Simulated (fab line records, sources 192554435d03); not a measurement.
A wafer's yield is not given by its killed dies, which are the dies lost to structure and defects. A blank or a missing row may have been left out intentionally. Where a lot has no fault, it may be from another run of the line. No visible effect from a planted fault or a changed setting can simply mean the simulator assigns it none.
fab line records | flow n5_finfet
record: lots: 10 | wafers: 28 | last_day: 18
route steps=1938 shown BEOL_M0@732 BEOL_M1@765 BEOL_M4@1111
lots untouched by any fault: they come from a run of this same line in which no faults occurred
start_h: hours from the record's first day to the start of the lot's first wafer shown | wait_h: how many hours have passed since the lot's step before this one | " same as the row above | L1.1+2: one row covering several wafers at once | - value missing, or start not given | * or withheld: withheld | < > ~ a bound
route shown NAME@n: NAME is a module with steps in the file, n the number in the route of the first one | usual: mean/standard deviation taken from wafers without a fault | same: alike in all rows | chamber/n: place in a boat | sites: the reading at each site | _std_site: the values' standard deviation | _edge_site: mean of outer sites minus mean of inner sites | radius_mm: how far each site lies from the wafer's centre | mask NAME#n: copy n | behind: the most recent tool/chamber to have shaped the wafer | hold: why the lot went on hold/how many hours it stayed there/how the hold came to an end | device: the n, p or np transistor that did not switch | end of line: at the end of the route, the tests of the same wafers | for a step that has no rows: nothing shown but its recipe | killed: dies lost to structure and defects at the first sort, not the wafer's yield | map: the dies of a wafer, with x for killed, . for not killed, _ for no die there
set.NAME: the setting as run; set.NAME@STEP: as run at that earlier step | model.NAME: the simulator's own value behind a step, which no gauge read
a sample of lots followed through the steps of the route, with each step as a table and each wafer as a row
services: the hour from which a tool's chamber was out of use, counted from the record's first day as start_h (under 0 if before that day), plus the number of hours and why
== steps ==
step: N5_BEOL_M0_SURFACE_TREAT_137
recipe: gas: Ar | time_s: * | ion_energy_ev: * | ion_current_ma_cm2: 0.5 | pressure_mtorr: * | ar_flow_sccm: 30
usual: throttle_valve_pct: *
lot.wafer | tool           | chamber | start_h | wait_h | throttle_valve_pct
L263.3    | pvd_sputter-02 | -       | 120.03  | 0.2    | *
L263.4    | "              | -       | "       | "      | *
L263.5    | "              | -       | "       | "      | *
L268.1    | pvd_sputter-02 | -       | 150.14  | 1.5    | *
L268.4    | "              | -       | "       | "      | *
L268.6    | "              | -       | "       | "      | *
L269.1    | pvd_sputter-01 | -       | 155.54  | 0.1    | *
L269.3    | "              | -       | "       | "      | *
L269.5    | "              | -       | "       | "      | *
L275.1    | pvd_sputter-03 | -       | 200.02  | 1.1    | *
L275.3    | "              | -       | "       | "      | *
L276.1    | pvd_sputter-01 | -       | 204.72  | 0.7    | *
L276.2    | "              | -       | "       | "      | *
L276.6    | "              | -       | "       | "      | *
L278.1    | pvd_sputter-03 | -       | 212.38  | 0.7    | *
L278.3    | "              | -       | "       | "      | *
L281.2    | pvd_sputter-03 | -       | 224.12  | 0.2    | *
L281.3    | "              | -       | "       | "      | *
L281.5    | "              | -       | "       | "      | *
L282.1    | pvd_sputter-01 | -       | 239.07  | 0.1    | *
L282.4    | "              | -       | "       | "      | *
L282.6    | "              | -       | "       | "      | *
L285.3    | pvd_sputter-02 | -       | 259.12  | 0.2    | *
L285.4    | "              | -       | "       | "      | *
L285.5    | "              | -       | "       | "      | *
L286.2    | pvd_sputter-01 | -       | 261.98  | 0.2    | *
L286.3    | "              | -       | "       | "      | *
L286.4    | "              | -       | "       | "      | *
step: N5_BEOL_M0_ANNEAL_133
recipe: temp_c: 400 | time_s: 60 | ambient: vacuum
usual: heater_power_w: 787/70
lot.wafer | tool           | chamber | start_h | wait_h | heater_power_w
L263.3    | pvd_sputter-02 | -       | 120.47  | 0.0    | 925
L263.4    | "              | -       | "       | "      | 717
L263.5    | "              | -       | "       | "      | 924
L268.1    | pvd_sputter-03 | -       | 150.52  | 0.0    | 770
L268.4    | "              | -       | "       | "      | 838
L268.6    | "              | -       | "       | "      | 832
L269.1    | pvd_sputter-02 | -       | 157.60  | 0.0    | 915
L269.3    | "              | -       | "       | "      | 728
L269.5    | "              | -       | "       | "      | 944
L275.1    | pvd_sputter-03 | -       | 200.42  | 0.0    | 834
L275.3    | "              | -       | "       | "      | 778
L276.1    | pvd_sputter-03 | -       | 205.14  | 0.0    | 838
L276.2    | "              | -       | "       | "      | 722
L276.6    | "              | -       | "       | "      | 775
L278.1    | pvd_sputter-03 | -       | 212.78  | 0.0    | 824
L278.3    | "              | -       | "       | "      | 753
L281.2    | pvd_sputter-03 | -       | 224.74  | 0.0    | 832
L281.3    | "              | -       | "       | "      | 797
L281.5    | "              | -       | "       | "      | 713
L282.1    | pvd_sputter-01 | -       | 239.51  | 0.0    | 682
L282.4    | "              | -       | "       | "      | 874
L282.6    | "              | -       | "       | "      | 681
L285.3    | pvd_sputter-02 | -       | 259.56  | 0.0    | 722
L285.4    | "              | -       | "       | "      | 816
L285.5    | "              | -       | "       | "      | 839
L286.2    | pvd_sputter-01 | -       | 262.58  | 0.0    | 668
L286.3    | "              | -       | "       | "      | 777
L286.4    | "              | -       | "       | "      | 874
step: N5_BEOL_M1_OVL_MEAS_12
recipe: points_per_wafer: 522
usual: M1_OVL: 0.1/0.62
lot.wafer | tool       | chamber | start_h | wait_h | M1_OVL[nm]
L263.3    | overlay-01 | 0       | 123.52  | 0.0    | 0.3
L263.4    | "          | 0       | "       | "      | 0.7
L263.5    | "          | 0       | "       | "      | 0.5
L268.1    | overlay-02 | 0       | 152.77  | 0.0    | 0.6
L268.4    | "          | 0       | "       | "      | -0.2
L268.6    | "          | 0       | "       | "      | 0.4
L269.1    | overlay-01 | 0       | 160.39  | 0.0    | -0.7
L269.3    | "          | 0       | "       | "      | 0.0
L269.5    | "          | 0       | "       | "      | 0.4
L275.1    | overlay-01 | 0       | 202.77  | 0.0    | 0.6
L275.3    | "          | 0       | "       | "      | 0.4
L276.1    | overlay-01 | 0       | 210.47  | 0.0    | 0.2
L276.2    | "          | 0       | "       | "      | -0.3
L276.6    | "          | 0       | "       | "      | 0.3
L278.1    | overlay-01 | 0       | 218.10  | 0.0    | 0.3
L278.3    | "          | 0       | "       | "      | -0.4
L281.2    | overlay-02 | 0       | 227.20  | 0.0    | 0.3
L281.3    | "          | 0       | "       | "      | 1.0
L281.5    | "          | 0       | "       | "      | -0.1
L282.1    | overlay-01 | 0       | 243.51  | 0.0    | 0.7
L282.4    | "          | 0       | "       | "      | -0.1
L282.6    | "          | 0       | "       | "      | 0.4
L285.3    | overlay-01 | 0       | 261.91  | 0.0    | -0.1
L285.4    | "          | 0       | "       | "      | -0.5
L285.5    | "          | 0       | "       | "      | -0.6
L286.2    | overlay-02 | 0       | 265.40  | 0.0    | 0.5
L286.3    | "          | 0       | "       | "      | 0.1
L286.4    | "          | 0       | "       | "      | -0.3
step: N5_BEOL_M1_ETCH_63
recipe: chemistry: CF4 | target: SiARC | target_depth_a: 156 | mask_material: CAR-EUV | time_s: 26 | ion_energy_ev: 80 | pressure_mtorr: 40 | source_w: 545 | bias_w: 36 | Ar_flow_sccm: 100 | cf4_flow_sccm: 100 | ends: cleared
usual: drypump_motor_current_A: 5.9/0.59 | etch_rf_on_time_s: 25.7/0.34 | oes_product_au: 0.68/0.087 | rf_fwd_power_W: 532.0/2.1 | rf_vpp_V: 184.2/1.4 | showerhead_plenum_p_Torr: 2.16/0.082 | throttle_valve_pct: 15.57/0.21
lot.wafer | tool        | chamber | start_h | wait_h | drypump_motor_current_A | etch_rf_on_time_s | oes_product_au | rf_fwd_power_W | rf_hours_counter_h | rf_vpp_V | showerhead_plenum_p_Torr | throttle_valve_pct
L263.3    | rie_diel-04 | 0       | 123.77  | 0.0    | 5.4                     | 25.7              | 0.68           | 536.8          | 137                | 185.5    | 2.23                     | 15.75
L263.4    | "           | 3       | "       | "      | 6.8                     | 25.8              | 0.60           | 530.8          | 189                | 182.5    | 2.05                     | 15.48
L263.5    | "           | 0       | "       | "      | 5.4                     | 25.9              | 0.68           | 536.7          | -                  | 185.9    | 2.23                     | 15.72
L268.1    | rie_diel-03 | 0       | 153.01  | 0.0    | 5.1                     | 25.8              | 0.63           | 535.2          | 157                | 182.3    | 2.06                     | 15.49
L268.4    | "           | 2       | "       | "      | 5.5                     | 26.0              | 0.63           | 533.7          | 176                | 184.7    | 2.14                     | 15.72
L268.6    | "           | 3       | "       | "      | 6.4                     | 26.0              | 0.82           | 533.8          | -                  | 186.2    | 2.28                     | 15.20
L269.1    | rie_diel-01 | 3       | 160.54  | 0.0    | 6.2                     | 25.7              | 0.67           | 530.2          | 102                | 182.2    | 2.07                     | 15.41
L269.3    | "           | 2       | "       | "      | 6.6                     | 25.9              | 0.58           | 531.8          | 245                | 183.0    | 2.10                     | 15.96
L269.5    | "           | 3       | "       | "      | 6.2                     | 25.6              | 0.67           | 532.3          | -                  | 183.7    | 2.07                     | 15.41
L275.1    | rie_diel-03 | 1       | 202.95  | 0.0    | 6.1                     | 30.2              | 0.57           | 528.1          | 149                | 184.7    | 2.23                     | 15.72
L275.3    | "           | 3       | "       | "      | 6.5                     | 29.8              | 0.71           | 530.7          | 18                 | 186.3    | 2.27                     | 15.25
L276.1    | rie_diel-03 | 0       | 210.61  | 0.0    | 5.1                     | 30.2              | 0.57           | 532.1          | 175                | 183.7    | 2.06                     | 15.52
L276.2    | "           | 2       | "       | "      | 5.5                     | 26.0              | 0.62           | 533.1          | 195                | 184.8    | 2.13                     | 15.76
L276.6    | "           | 3       | "       | "      | 6.4                     | 25.8              | 0.77           | 531.0          | -                  | 184.8    | 2.27                     | 15.23
L278.1    | rie_diel-03 | 0       | 219.44  | 0.0    | 5.1                     | 30.1              | 0.57           | 531.5          | 178                | 182.2    | 2.06                     | 15.54
L278.3    | "           | 1       | "       | "      | 6.1                     | 30.5              | 0.57           | 533.8          | 153                | 185.0    | 2.23                     | 15.74
L281.2    | rie_diel-01 | 1       | 228.10  | 0.0    | 4.7                     | 25.5              | 0.80           | 532.6          | 13                 | 184.4    | 2.19                     | 15.49
L281.3    | "           | 0       | "       | "      | 5.8                     | 25.6              | 0.78           | 530.6          | 38                 | 185.7    | 2.26                     | 15.33
L281.5    | "           | 1       | "       | "      | 4.7                     | 25.3              | 0.80           | 529.5          | -                  | 185.0    | 2.19                     | 15.50
L282.1    | rie_diel-01 | 2       | 243.65  | 0.0    | 6.6                     | 24.7              | 0.81           | 531.0          | 11                 | 183.4    | 2.10                     | 15.50
L282.4    | "           | 1       | "       | "      | 4.7                     | 25.1              | 0.79           | 531.0          | 17                 | 183.8    | 2.19                     | 15.50
L282.6    | "           | 0       | "       | "      | 5.9                     | 25.2              | 0.78           | 531.7          | -                  | 185.5    | 2.26                     | 15.36
L285.3    | rie_diel-01 | 2       | 262.04  | 0.0    | 6.6                     | 25.3              | 0.78           | 533.1          | 16                 | 183.2    | 2.10                     | 15.50
L285.4    | "           | 3       | "       | "      | 6.2                     | 26.0              | 0.65           | 529.8          | 133                | 183.5    | 2.06                     | 15.48
L285.5    | "           | 3       | "       | "      | 6.2                     | 25.9              | 0.65           | 530.6          | -                  | 182.9    | 2.06                     | 15.46
L286.2    | rie_diel-04 | 0       | 265.53  | 0.0    | 5.4                     | 25.6              | 0.64           | 536.3          | 186                | 184.7    | 2.22                     | 15.82
L286.3    | "           | 1       | "       | "      | 5.4                     | 25.0              | 0.77           | 529.9          | 33                 | 185.1    | 2.19                     | 15.52
L286.4    | "           | 3       | "       | "      | 6.7                     | 25.4              | 0.58           | 531.7          | 240                | 183.6    | 2.03                     | 15.59
step: N5_BEOL_M4_RC_MEAS_101
usual: DIBL_N: 35.9/1.4 | DIBL_P: 35.9/1.7 | IOFF_N: 0.155/0.023 | IOFF_P: 0.201/0.029 | ION_N: 672/8.8 | ION_P: 460/7 | SS_N: 71.6/0.48 | SS_P: 73.1/0.64 | VT_N: 250.0/3 | VT_P: -251.6/3
lot.wafer | tool      | chamber | start_h | wait_h | DIBL_N[mV/V] | DIBL_P[mV/V] | IOFF_N[nA/um] | IOFF_P[nA/um] | ION_N[uA/um] | ION_P[uA/um] | SS_N[mV/dec] | SS_P[mV/dec] | VT_N[mV] | VT_P[mV]
L263.3    | prober-02 | 0       | 170.23  | 0.3    | 34.6         | 35.1         | 0.131         | 0.195         | 667          | 460          | 71.7         | 73.3         | 250.4    | -252.1
L263.4    | "         | 0       | "       | "      | 38.2         | 38.6         | 0.191         | 0.252         | 680          | 464          | 72.2         | 74.6         | 245.9    | -250.6
L263.5    | "         | 0       | "       | "      | 37.1         | 37.4         | 0.174         | 0.229         | 672          | 459          | 71.7         | 74.0         | 247.3    | -249.8
L268.1    | prober-01 | 0       | 191.89  | 0.0    | 32.8         | 34.9         | 0.126         | 0.168         | 663          | 453          | 71.3         | 73.3         | 254.2    | -257.0
L268.4    | "         | 0       | "       | "      | 35.5         | 37.1         | 0.165         | 0.200         | 671          | 456          | 71.5         | 73.6         | 250.1    | -254.1
L268.6    | "         | 0       | "       | "      | 35.6         | 37.1         | 0.161         | 0.208         | 668          | 459          | 72.1         | 73.6         | 251.3    | -250.2
L269.1    | prober-01 | 0       | 202.06  | 0.0    | 34.1         | 35.0         | 0.128         | 0.162         | 660          | 452          | 71.6         | 72.4         | 252.3    | -254.1
L269.3    | "         | 0       | "       | "      | 35.3         | 36.8         | 0.150         | 0.179         | 674          | 457          | 71.1         | 73.4         | 249.7    | -254.3
L269.5    | "         | 0       | "       | "      | 36.0         | 37.7         | 0.161         | 0.186         | 676          | 460          | 72.0         | 73.6         | 251.4    | -253.0
L275.1    | prober-02 | 0       | 245.48  | 0.0    | 36.2         | 34.6         | 0.138         | 0.180         | 671          | 461          | 70.9         | 72.2         | 249.2    | -253.5
L275.3    | "         | 0       | "       | "      | 37.1         | 35.2         | 0.146         | 0.188         | 672          | 462          | 71.4         | 72.7         | 251.4    | -252.9
L276.1    | prober-02 | 0       | 248.88  | 0.0    | 36.8         | 35.0         | 0.145         | 0.215         | 666          | 462          | 71.4         | 72.6         | 251.2    | -248.6
L276.2    | "         | 0       | "       | "      | 36.6         | 35.1         | 0.154         | 0.227         | 675          | 469          | 71.7         | 73.5         | 250.8    | -249.7
L276.6    | "         | 0       | "       | "      | 38.6         | 36.8         | 0.183         | 0.245         | 684          | 464          | 71.6         | 74.0         | 248.2    | -249.9
L278.1    | prober-02 | 0       | 274.33  | 0.0    | 36.0         | 36.6         | 0.150         | 0.225         | 664          | 461          | 71.5         | 73.4         | 249.7    | -246.4
L278.3    | "         | 0       | "       | "      | 36.6         | 37.4         | 0.164         | 0.237         | 683          | 474          | 72.0         | 73.5         | 247.9    | -245.8
L281.2    | prober-02 | 0       | 279.34  | 0.2    | 34.5         | 34.7         | 0.131         | 0.146         | 660          | 448          | 71.4         | 72.9         | 254.0    | -258.7
L281.3    | "         | 0       | "       | "      | 34.9         | 35.5         | 0.134         | 0.149         | 680          | 456          | 71.4         | 73.7         | 254.3    | -256.1
L281.5    | "         | 0       | "       | "      | 34.1         | 34.6         | 0.125         | 0.140         | 658          | 445          | 71.2         | 72.8         | 251.2    | -257.9
L282.1    | prober-01 | 0       | 286.94  | 0.0    | 36.6         | 37.5         | 0.168         | 0.213         | 682          | 461          | 72.3         | 73.8         | 248.7    | -250.7
L282.4    | "         | 0       | "       | "      | 36.3         | 37.9         | 0.170         | 0.217         | 676          | 460          | 72.0         | 74.1         | 248.1    | -251.7
L282.6    | "         | 0       | "       | "      | 35.4         | 36.6         | 0.149         | 0.199         | 668          | 461          | 72.8         | 73.7         | 250.8    | -250.6
L285.3    | prober-01 | 0       | 306.07  | 0.6    | 35.9         | 35.7         | 0.155         | 0.183         | 679          | 461          | 71.4         | 72.8         | 248.4    | -253.1
L285.4    | "         | 0       | "       | "      | 37.2         | 35.9         | 0.157         | 0.196         | 670          | 454          | 71.7         | 73.5         | 250.7    | -252.3
L285.5    | "         | 0       | "       | "      | 34.9         | 34.2         | 0.132         | 0.171         | 666          | 451          | 70.5         | 73.4         | 252.3    | -254.2
L286.2    | prober-02 | 0       | 311.64  | 0.2    | 35.6         | 34.0         | 0.141         | 0.186         | 649          | 448          | 71.7         | 72.6         | 255.4    | -253.7
L286.3    | "         | 0       | "       | "      | 34.9         | 34.2         | 0.131         | 0.198         | 668          | 462          | 71.1         | 73.4         | 250.9    | -251.9
L286.4    | "         | 0       | "       | "      | 33.5         | 32.8         | 0.113         | 0.168         | 654          | 454          | 71.0         | 72.6         | 256.9    | -252.6
== services ==
tool           | chamber | start_h | hours | kind
pvd_sputter-02 | -       | 104.76  | 2.3   | repair
rie_diel-03    | 3       | 122.82  | -     | clean
rie_diel-03    | 3       | 122.82  | -     | consumable_replace:focus_ring
rie_diel-03    | 3       | 122.82  | -     | consumable_replace:showerhead
rie_diel-03    | 3       | 122.82  | 24.2  | scheduled_down
rie_diel-03    | 3       | 122.82  | 24.2  | vent_cycle
rie_diel-03    | -       | 123.29  | 14.6  | pm
rie_diel-04    | 2       | 124.85  | 24.6  | repair
rie_diel-01    | 1       | 144.70  | -     | clean
rie_diel-01    | 1       | 144.70  | -     | consumable_replace:focus_ring
rie_diel-01    | 1       | 144.70  | 16.8  | scheduled_down
rie_diel-01    | 1       | 144.70  | 16.8  | vent_cycle
rie_diel-04    | 0       | 161.53  | 6.6   | repair
rie_diel-03    | 1       | 175.27  | 12.3  | repair
rie_diel-01    | 2       | 178.99  | -     | clean
rie_diel-01    | 2       | 178.99  | -     | consumable_replace:focus_ring
rie_diel-01    | 2       | 178.99  | 18.5  | scheduled_down
rie_diel-01    | 2       | 178.99  | 18.5  | vent_cycle
rie_diel-04    | 3       | 193.45  | 8.9   | repair
rie_diel-04    | -       | 211.67  | 2.8   | pm
rie_diel-01    | -       | 217.33  | 9.7   | repair
rie_diel-04    | -       | 217.33  | 2.1   | repair
rie_diel-01    | -       | 229.97  | 2.8   | pm
rie_diel-04    | 1       | 239.23  | 6.4   | repair
== key ==
first_sign: step: N5_BEOL_M1_ETCH_63 | reading: etch_rf_on_time_s | direction: up | sigmas: 13 | usual: * | struck: *
effect none on later readings
met_at N5_BEOL_M1_ETCH_63
struck_lots L275,L276,L278
struck_wafers L275.1,L275.3,L276.1,L278.1,L278.3
not_acting_at N5_BEOL_M0_SURFACE_TREAT_137,N5_BEOL_M0_ANNEAL_133,N5_BEOL_M1_OVL_MEAS_12
onset_between 153.01 202.95
fault: kind: process_parameter_drift | tool: rie_diel-03 | chamber: - | onset_h: 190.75 | steps: N5_BEOL_M1_ETCH_63 | channel: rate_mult | offset: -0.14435 | shape: step | end_h: 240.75 | scope: struck_wafers_only
